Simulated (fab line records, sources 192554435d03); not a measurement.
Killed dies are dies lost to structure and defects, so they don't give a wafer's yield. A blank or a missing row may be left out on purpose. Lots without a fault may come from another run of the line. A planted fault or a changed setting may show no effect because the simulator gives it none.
Chamber matching | flow n5_finfet | N5_BEOL_M12_DESCUM_33 on rie_diel-05: 4 sister chambers
The step chemistry O2, time 7.9 s. 16 wafers are shown with their chamber, then 8 later ones without.

WAFERS WITH THEIR CHAMBER
wafer  | chamber | showerhead_plenum_p_Torr (Torr) | drypump_motor_current_A (A) | oes_product_au (a.u.)
L075.1 | 1       | 1.91                            | 5.4                         | 0.73
L075.4 | 0       | 2.16                            | 5.6                         | 0.73
L075.5 | 1       | 1.91                            | 5.4                         | 0.73
L079.3 | 3       | 2.15                            | 6.3                         | 0.94
L079.4 | 2       | 2.22                            | 5.8                         | 0.85
L079.6 | 3       | 2.15                            | 6.3                         | 0.94
L080.1 | 2       | 2.22                            | 5.8                         | 0.84
L080.2 | 0       | 2.16                            | 5.5                         | 0.73
L080.6 | 2       | 2.22                            | 5.8                         | 0.84
L081.1 | 2       | 2.22                            | 5.8                         | 0.84
L081.3 | 1       | 1.90                            | 5.4                         | 0.72
L081.6 | 1       | 1.90                            | 5.4                         | 0.73
L088.1 | 0       | 2.15                            | 5.5                         | 0.72
L088.2 | 1       | 1.90                            | 5.4                         | 0.71
L088.5 | 0       | 2.15                            | 5.6                         | 0.72
L090.1 | 0       | 2.15                            | 5.5                         | 0.70

SIGNATURES (means of the wafers above)
reading                  | chamber 0 | chamber 1 | chamber 2 | chamber 3 | scatter within a chamber
showerhead_plenum_p_Torr | 2.1540    | 1.9040    | 2.2200    | 2.1500    | 0.00447
drypump_motor_current_A  | 5.540     | 5.400     | 5.800     | 6.300     | 0.0316
oes_product_au           | 0.7200    | 0.7240    | 0.8425    | 0.9400    | 0.00911
Rule: a wafer's distance from a chamber is the root of the sum, over the readings, of the square of ((its reading less the chamber's mean) divided by the reading's scatter). The wafer belongs to the nearest chamber; if the next one is less than 2 further off, it can't be placed. The scatter: the root of (the sum of the squares of (reading less its chamber's mean) over the shown wafers, divided by (wafers less chambers)).

WAFERS WITHOUT THEIR CHAMBER
wafer  | showerhead_plenum_p_Torr (Torr) | drypump_motor_current_A (A) | oes_product_au (a.u.)
L090.4 | 2.14                            | 6.3                         | 0.87
L090.5 | 2.21                            | 5.8                         | 0.82
L094.1 | 1.89                            | 5.4                         | 0.71
L094.2 | 2.15                            | 5.6                         | 0.70
L094.4 | 2.13                            | 6.3                         | 0.88
L096.1 | 2.13                            | 6.3                         | 0.86
L096.2 | 1.89                            | 5.4                         | 0.70
L096.3 | 2.20                            | 5.8                         | 0.80

WHICH CHAMBER EACH WENT THROUGH
wafer  | from the rows above | in truth
L090.4 | 3                   | 3
L090.5 | 2                   | 2
L094.1 | 1                   | 1
L094.2 | 0                   | 0
L094.4 | 3                   | 3
L096.1 | 3                   | 3
L096.2 | 1                   | 1
L096.3 | 2                   | 2
Placed correctly: 8 of 8. Can't be placed from these rows: 0. Placed wrongly: 0.
